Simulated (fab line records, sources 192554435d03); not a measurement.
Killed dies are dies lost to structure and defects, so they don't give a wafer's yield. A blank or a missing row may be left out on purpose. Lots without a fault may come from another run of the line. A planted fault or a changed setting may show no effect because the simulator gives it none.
fab line records | flow n5_finfet
record lots=7 wafers=21
route steps=1938 shown BEOL_M15@1773 MIM_BOT_LITHO@1860 MIM_BOT_ETCH@1866 PASSIVATION@1930
start_h: hours from the record's first day to the start of the lot's first wafer shown | wait_h: hours since the lot's step before | " the same as in the row above | L1.1+2: a row that stands for several wafers | - no value, or no start given | * or withheld: withheld | < > ~ a bound
route shown NAME@n: a module of which the file shows steps, and the number in the route of the first | usual: mean/standard deviation of fault-free wafers | same: alike in all rows | chamber/n: place in a boat | sites: the reading at each site | _std_site: their standard deviation | _edge_site: outer sites' mean less inner sites' | radius_mm: how far each site lies from the wafer's centre | mask NAME#n: copy n | behind: the tool/chamber that last shaped the wafer | hold: why the lot was held/for how many hours/how that ended | device: the transistor (n, p or np) that didn't switch | end of line: the same wafers' tests at the end of the route | a step without rows: its recipe alone | killed: dies lost to structure and defects at the first sort, not the wafer's yield | map: a wafer's dies, x killed, . not, _ none there
set.NAME: the setting as run; set.NAME@STEP: as run at that earlier step | model.NAME: the simulator's own value behind a step, which no gauge read
lots whose settings were changed on purpose; a table a step, a row a wafer
## steps
# step N5_BEOL_M15_ILD_DEP_00
# recipe material=SiO2 target_thk_a=16293 temp_c=400 precursor=TEOS/O2 pressure_torr=6.5 rf_w=900 teos_flow_sccm=161.4 gas=O2 flow_sccm=2650 time_s=346.1
# columns lot.wafer tool chamber start_h wait_h set.temp_c model.SiO2_of_BEOL_M15_ILD_DEP_00.thk_nm
L074.3 pecvd-02 2 275.88 0.0 400 1610
L074.4 " 1 " " 400 1651
L074.6 " 2 " " 400 1620
L078.1 pecvd-04 0 310.02 0.0 400 1647
L078.3 " 1 " " 404.2 1602
L078.4 " 2 " " 400 1665
L080.1 pecvd-02 0 318.02 0.0 407.2 1552
L080.3 " 1 " " 400 1619
L080.5 " 2 " " 400 1634
L082.1 pecvd-02 2 336.46 0.0 400 1629
L082.3 " 0 " " 400 1638
L082.6 " 2 " " 392.3 1729
L086.1 pecvd-03 1 343.09 0.0 400 1610
L086.2 " 2 " " 400 1636
L086.3 " 0 " " 400 1621
L090.3 pecvd-03 2 376.59 0.0 400 1623
L090.4 " 1 " " 395 1695
L090.6 " 2 " " 400 1633
L097.1 pecvd-04 0 425.04 0.0 400 1612
L097.2 " 1 " " 400 1631
L097.3 " 2 " " 400 1620
# step N5_BEOL_M15_THK_MEAS_01
# recipe reads=SiO2_of_BEOL_M15_ILD_DEP_00
# usual M15_ILD_THK=1630/20
# columns lot.wafer tool chamber start_h wait_h set.temp_c@BEOL_M15_ILD_DEP_00 M15_ILD_THK[nm]
L074.3 film_metro-02 - 276.13 0.1 400 1611
L074.4 " - " " 400 1652
L074.6 " - " " 400 1619
L078.1 film_metro-01 - 310.27 0.1 400 1648
L078.3 " - " " 404.2 1603
L078.4 " - " " 400 1664
L080.1 film_metro-01 - 318.27 0.1 407.2 1551
L080.3 " - " " 400 1621
L080.5 " - " " 400 1635
L082.1 film_metro-01 - 336.70 0.1 400 1629
L082.3 " - " " 400 1637
L082.6 " - " " 392.3 1728
L086.1 film_metro-02 - 343.34 0.1 400 1610
L086.2 " - " " 400 1635
L086.3 " - " " 400 1622
L090.3 film_metro-02 - 376.84 0.1 400 1624
L090.4 " - " " 395 1694
L090.6 " - " " 400 1631
L097.1 film_metro-01 - 425.29 0.1 400 1612
L097.2 " - " " 400 1632
L097.3 " - " " 400 1620
# step N5_BEOL_M15_COAT_04
# recipe spin_rpm=1704 resist_thk_nm=800
# columns lot.wafer tool chamber start_h wait_h set.spin_rpm model.coat_of_BEOL_M15_COAT_04.thk_nm
L074.3 litho_track-01 0 - - 1704 799.8
L074.4 " 0 " " 1704 800
L074.6 " 0 " " 1704 797.2
L078.1 litho_track-04 0 - - 1650 810.4
L078.3 " 0 " " 1650 812
L078.4 " 0 " " 1704 796.8
L080.1+5 litho_track-04 0 - - 1545 839.6
L080.3 " 0 " " 1704 799.4
L082.1 litho_track-04 0 - - 1704 801
L082.3 " 0 " " 1704 799
L082.6 " 0 " " 1704 800
L086.1 litho_track-01 0 - - 1863 767
L086.2 " 0 " " 1704 800.6
L086.3 " 0 " " 1704 800.4
L090.3 litho_track-01 0 - - 1704 798.6
L090.4 " 0 " " 1704 801.4
L090.6 " 0 " " 1704 798.8
L097.1 litho_track-03 0 - - 1704 804
L097.2 " 0 " " 1832 772.4
L097.3 " 0 " " 1704 802.8
# step N5_BEOL_M15_EBR_06
# recipe solvent=PGMEA ebr_width_mm=1.5
# step N5_BEOL_M15_SOFTBAKE_05
# recipe temp_c=130 time_s=60
# step N5_BEOL_M15_DESCUM_15
# recipe chemistry=O2 time_s=7.9 source_power_w=50 bias_power_w=20 pressure_mtorr=20 rf_frequency_hz=2.712e+07 temp_c=40 o2_flow_sccm=225
# step N5_BEOL_M15_ETCH_59
# recipe chemistry=N2/H2 target=BARC target_depth_a=890 overetch_a=267 time_s=67.9 ion_energy_ev=200 pressure_mtorr=30 source_w=840 bias_w=150 n2_flow_sccm=200 h2_flow_sccm=200
# step N5_BEOL_M15_VIA_ETCH_16
# recipe chemistry=C4F8/O2/Ar target=SiO2 he_inner_torr=15 he_outer_torr=30 target_depth_a=17922 time_s=withheld ion_energy_ev=800 pressure_mtorr=20 source_w=1905 bias_w=2040 Ar_flow_sccm=400 C4F8_flow_sccm=16 O2_flow_sccm=12 ends=cleared
# columns lot.wafer tool chamber start_h wait_h set.temp_c@BEOL_M15_ILD_DEP_00 model.etch.depth_nm
L074.3 rie_diel-06 2 276.61 0.0 400 1610
L074.4 " 0 " " 400 1651
L074.6 " 0 " " 400 1620
L078.1 rie_diel-06 0 310.88 0.0 400 1647
L078.3 " 3 " " 404.2 1602
L078.4 " 1 " " 400 1665
L080.1 rie_diel-04 3 318.91 0.0 407.2 1552
L080.3 " 0 " " 400 1619
L080.5 " 1 " " 400 1634
L082.1 rie_diel-01 1 337.31 0.0 400 1629
L082.3 " 0 " " 400 1638
L082.6 " 2 " " 392.3 1729
L086.1 rie_diel-04 0 343.82 0.0 400 1610
L086.2 " 1 " " 400 1636
L086.3 " 3 " " 400 1621
L090.3 rie_diel-06 3 377.32 0.0 400 1623
L090.4 " 1 " " 395 1695
L090.6 " 2 " " 400 1633
L097.1 rie_diel-04 0 425.77 0.0 400 1612
L097.2 " 1 " " 400 1631
L097.3 " 2 " " 400 1620
# step N5_MIM_BOT_LITHO_DEVELOP_07
# recipe develop_time_s=60 rinse_liquid=diw dry=air_spin dev_temp_c=21
# columns lot.wafer tool chamber start_h wait_h set.develop_time_s
L074.3+4+6 litho_track-05 0 - - 60
L078.1+3+4 litho_track-03 0 - - 60
L080.1 litho_track-05 0 - - 64.36
L080.3+5 " 0 " " 60
L082.1 litho_track-05 0 - - 48.32
L082.3+6 " 0 " " 60
L086.1+2+3 litho_track-03 0 - - 60
L090.3 litho_track-01 0 - - 60
L090.4+6 " 0 " " 47.89
L097.1+2+3 litho_track-05 0 - - 60
# step N5_MIM_BOT_LITHO_HARDBAKE_09
# recipe temp_c=130 time_s=120
# step N5_MIM_BOT_LITHO_CD_MEAS_08
# recipe target_cd_nm=3000 landing_energy_ev=500 detector=se_inlens polarity=opening
# usual cd_nm=3000.0/1.3
# columns lot.wafer tool chamber start_h wait_h set.develop_time_s@MIM_BOT_LITHO_DEVELOP_07 cd_nm
L074.3 cd_sem-03 0 288.26 - 60 2999.3
L074.4 " 0 " " 60 3002.2
L074.6 " 0 " " 60 3000.4
L078.1 cd_sem-02 0 318.75 - 60 2998.9
L078.3 " 0 " " 60 2998.8
L078.4 " 0 " " 60 2999.6
L080.1 cd_sem-02 0 331.04 - 64.36 2999.7
L080.3 " 0 " " 60 2998.4
L080.5 " 0 " " 60 2998.2
L082.1 cd_sem-01 0 347.19 - 48.32 2995.5
L082.3 " 0 " " 60 3001.0
L082.6 " 0 " " 60 3001.2
L086.1 cd_sem-03 0 353.67 - 60 3000.7
L086.2 " 0 " " 60 3000.7
L086.3 " 0 " " 60 3000.2
L090.3 cd_sem-02 0 384.70 - 60 2999.5
L090.4 " 0 " " 47.89 2995.3
L090.6 " 0 " " 47.89 2995.4
L097.1 cd_sem-03 0 435.22 - 60 2999.3
L097.2 " 0 " " 60 2999.7
L097.3 " 0 " " 60 2999.5
# step N5_MIM_BOT_ETCH_ETCH_04
# recipe chemistry=CF4/O2 target=SiNx target_depth_a=260 time_s=13 ion_energy_ev=100 pressure_mtorr=40 source_w=535 bias_w=49 Ar_flow_sccm=100 cf4_flow_sccm=100 O2_flow_sccm=10
# columns lot.wafer tool chamber start_h wait_h set.time_s model.etch.depth_nm
L074.3 rie_diel-03 0 288.41 0.0 13 25.74
L074.4 " 1 " " 13 25.23
L074.6 " 1 " " 13 25.25
L078.1 rie_diel-05 0 319.01 0.0 13 26.17
L078.3 " 1 " " 13 25.56
L078.4 " 2 " " 13 26.71
L080.1 rie_diel-03 0 331.20 0.0 13 25.69
L080.3 " 2 " " 13 26.11
L080.5 " 1 " " 11.09 21.72
L082.1 rie_diel-05 1 347.50 0.0 15.17 29.87
L082.3 " 2 " " 13 26.01
L082.6 " 3 " " 15.17 30.1
L086.1 rie_diel-03 1 353.82 0.0 13 25.5
L086.2 " 0 " " 15.32 30.19
L086.3 " 3 " " 13 26.02
L090.3 rie_diel-02 3 384.97 0.0 10.26 20.65
L090.4 " 3 " " 10.26 20.85
L090.6 " 1 " " 13 25.62
L097.1 rie_diel-05 3 435.37 0.0 14.41 29.51
L097.2 " 1 " " 13 25.5
L097.3 " 0 " " 14.41 28.53
# step N5_PASSIVATION_ETCH_54
# recipe chemistry=CHF3/O2 target=SiO2 target_depth_a=8800 CHF3_flow_sccm=50 O2_flow_sccm=5 Ar_flow_sccm=200 time_s=440 mask_material=PR pressure_mtorr=30 source_w=650 bias_w=170 ion_energy_ev=200
# columns lot.wafer tool chamber start_h wait_h set.time_s model.PASSIVATION.feature_depth_nm model.etch.depth_nm
L074.3 rie_diel-03 0 296.25 0.1 440 881.6 881.7
L074.4 " 2 " " 440 883.6 883.7
L074.6 " 0 " " 440 879.8 879.9
L078.1 rie_diel-03 0 327.69 0.1 440 886 885.9
L078.3 " 1 " " 526.3 1022 1022
L078.4 " 2 " " 526.3 1056 1056
L080.1 rie_diel-05 2 339.32 0.1 440 884.2 884.2
L080.3 " 0 " " 354.9 700 699.9
L080.5 " 1 " " 440 866 866
L082.1 rie_diel-05 3 354.70 0.2 506.3 1009 1009
L082.3 " 3 " " 440 878.6 878.6
L082.6 " 3 " " 506.3 1007 1007
L086.1 rie_diel-05 1 360.62 0.1 440 881.4 881.5
L086.2 " 3 " " 506.1 1005 1005
L086.3 " 2 " " 440 898.6 898.5
L090.3 rie_diel-03 0 391.27 0.1 440 866.2 866.2
L090.4 " 2 " " 440 871.8 871.7
L090.6 " 3 " " 403.8 800.2 800.2
L097.1 rie_diel-03 3 442.18 0.1 440 898.8 898.9
L097.2 " 0 " " 440 872.2 872.3
L097.3 " 2 " " 440 864.4 864.3
## key
split step=N5_BEOL_M15_ILD_DEP_00 setting=temp_c stated=400 by=wafer
response step=N5_BEOL_M15_ILD_DEP_00 reading=model.SiO2_of_BEOL_M15_ILD_DEP_00.thk_nm change=-47.7 per=1% r=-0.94
response step=N5_BEOL_M15_THK_MEAS_01 reading=M15_ILD_THK change=-47.9 per=1% r=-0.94
response step=N5_BEOL_M15_VIA_ETCH_16 reading=model.etch.depth_nm change=-47.7 per=1% r=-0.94
split step=N5_BEOL_M15_COAT_04 setting=spin_rpm stated=1704 by=wafer
response step=N5_BEOL_M15_COAT_04 reading=model.coat_of_BEOL_M15_COAT_04.thk_nm change=-4.02 per=1% r=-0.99
split step=N5_MIM_BOT_LITHO_DEVELOP_07 setting=develop_time_s stated=60 by=wafer
response step=N5_MIM_BOT_LITHO_CD_MEAS_08 reading=cd_nm change=+0.241 per=1% r=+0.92
split step=N5_MIM_BOT_ETCH_ETCH_04 setting=time_s stated=13 by=wafer
response step=N5_MIM_BOT_ETCH_ETCH_04 reading=model.etch.depth_nm change=+0.253 per=1% r=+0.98
split step=N5_PASSIVATION_ETCH_54 setting=time_s stated=440 by=wafer
response step=N5_PASSIVATION_ETCH_54 reading=model.PASSIVATION.feature_depth_nm change=+8.3 per=1% r=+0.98
response step=N5_PASSIVATION_ETCH_54 reading=model.etch.depth_nm change=+8.3 per=1% r=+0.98
